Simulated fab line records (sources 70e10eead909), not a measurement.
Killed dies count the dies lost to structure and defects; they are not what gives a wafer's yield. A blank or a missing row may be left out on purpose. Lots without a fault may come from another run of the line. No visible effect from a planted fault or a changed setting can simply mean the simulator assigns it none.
Struck lot and sound lot, side by side -- flow nand harc -- 15 steps out of a route of 1159
Sound: the wafers L986.3, L986.4, L986.5. Struck: wafer L991.4; the same lot's L991.6 was not struck, so it is left out; see the end for the cause.
Each step with rows lists, per side, the tool, then ch with its chambers, then its first start. Under that, the readings that differ: sound wafers -- struck wafers -- difference of the means -- sigmas: that difference in standard deviations of wafers without a fault.
alike: words and numbers the same on both sides, and readings whose means are apart by under 2 such deviations; not compared: readings that were withheld, readings missing a value for some wafer, numbers with overlapping values and no deviation given by the record, and bounds like >300 which may hide the same value.
A row with sigmas, a row that says differs or no value, or rows on one side alone: a step with any of these is where the two part. Non-overlapping numbers with no deviation appear without sigmas and do not part them. A reading that every wafer of one side lacks parts them only if that side has two wafers or more.

NHARC_P_CONTACT_DESCUM_17: chemistry O2, time 3 s.
  sound on rie diel-02 ch 0,1, day 6 19:02; struck on rie diel-09 ch 3, day 7 23:04
  alike: drypump motor current A, o2 flow sccm, oes product au, rf vpp V, showerhead plenum p Torr, throttle valve pct
  not compared: rf hours counter h
NHARC_P_CONTACT_ETCH_35: etches the open film in CF4, target depth 39 nm, time 65 s.
  sound on rie diel-02 ch 1,2,3, day 6 19:08; struck on rie diel-09 ch 3, day 7 23:10
reading,sound,struck,difference,sigmas
oes product au (a.u.),1.002 1.007 1.001,0.972,-0.031,-3
showerhead plenum p Torr (Torr),1.76 1.75 1.65,1.85,+0.13,+2
  alike: bias w, drypump motor current A, rf vpp V, throttle valve pct
  not compared: rf hours counter h
then, 1 step without rows for these wafers: NHARC_P_CONTACT_ETCH_36 (etches the open film in N2/H2, target depth 260 nm, time 406.25 s).
NHARC_P_CONTACT_ETCH_18: etches the open film in C4F8/O2/Ar, target depth 481 nm, time 240.5 s.
  sound on rie diel-02 ch 1,2,3; struck on rie diel-09 ch 0
  alike: bias w, oes product au, rf vpp V
  not compared: rf hours counter h
then, 1 step without rows for these wafers: NHARC_P_CONTACT_STRIP_37 (strips in C4F8/O2/Ar).
NHARC_P_CONTACT_ETCH_31: etches the open film in CH3F/O2, target depth 30 nm, time 85.7 s.
  sound on rie diel-02 ch 0,1,3; struck on rie diel-09 ch 2
reading,sound,struck,difference,sigmas
bias w (W),99.81 100.07 99.38,100.37,+0.62,+2
  alike: ch3f flow sccm, drypump motor current A, o2 flow sccm, oes product au, rf vpp V, showerhead plenum p Torr, throttle valve pct
  not compared: rf hours counter h
NHARC_P_CONTACT_CD_MEAS_19:
  sound: cd sem-01 at day 6 19:55; struck: cd sem-02 at day 7 23:57
  alike: cd nm
then, 2 steps without rows for these wafers: NHARC_P_CONTACT_STRIP_28 (strips in O2); NHARC_P_CONTACT_STRIP_29 (strips in post etch residue remover, time 1200 s).
NHARC_P_CONTACT_DEGAS_38: time 60 s.
  sound: pvd sputter-01 at day 6 20:37; struck: pvd sputter-03 at day 8 00:40
  alike: heater power w
then, 2 steps without rows for these wafers: NHARC_P_CONTACT_PRE_CLEAN_39 (time 19.5 s); NHARC_P_CONTACT_PVD_32 (deposits Ti, target thk 5 nm, time 17.7 s).
NHARC_P_CONTACT_ALD_22: deposits TiN, target thk 3 nm, pulse time 1 s, ald cycles 150.
  sound on ald metal-02 ch 1,2,3, day 6 20:53; struck on ald metal-04 ch 1, day 8 00:58
reading,sound,struck,difference,sigmas
ald cycles,150 150 150,285,+135,
  alike: heater power w, precursor pulse height rel
then, 1 step without rows for these wafers: NHARC_P_CONTACT_CVD_23 (deposits W, target thk 200 nm, time 557 s).
-- break in the record here, with 14 days between the starts of the struck wafers on either side (left off in module P_CONTACT, picked up again in module END, where the first step shown is number 1159 on the route) --
NHARC_END_SORT_01:
  only the struck wafers appear in the record here, on prober-01 ch 0 at day 22 04:19; the sound ones have no rows

== WHERE THEY PART ==
Earliest at NHARC_P_CONTACT_ETCH_35; latest, in this record, at NHARC_END_SORT_01.

WHY: the cause the simulator had injected
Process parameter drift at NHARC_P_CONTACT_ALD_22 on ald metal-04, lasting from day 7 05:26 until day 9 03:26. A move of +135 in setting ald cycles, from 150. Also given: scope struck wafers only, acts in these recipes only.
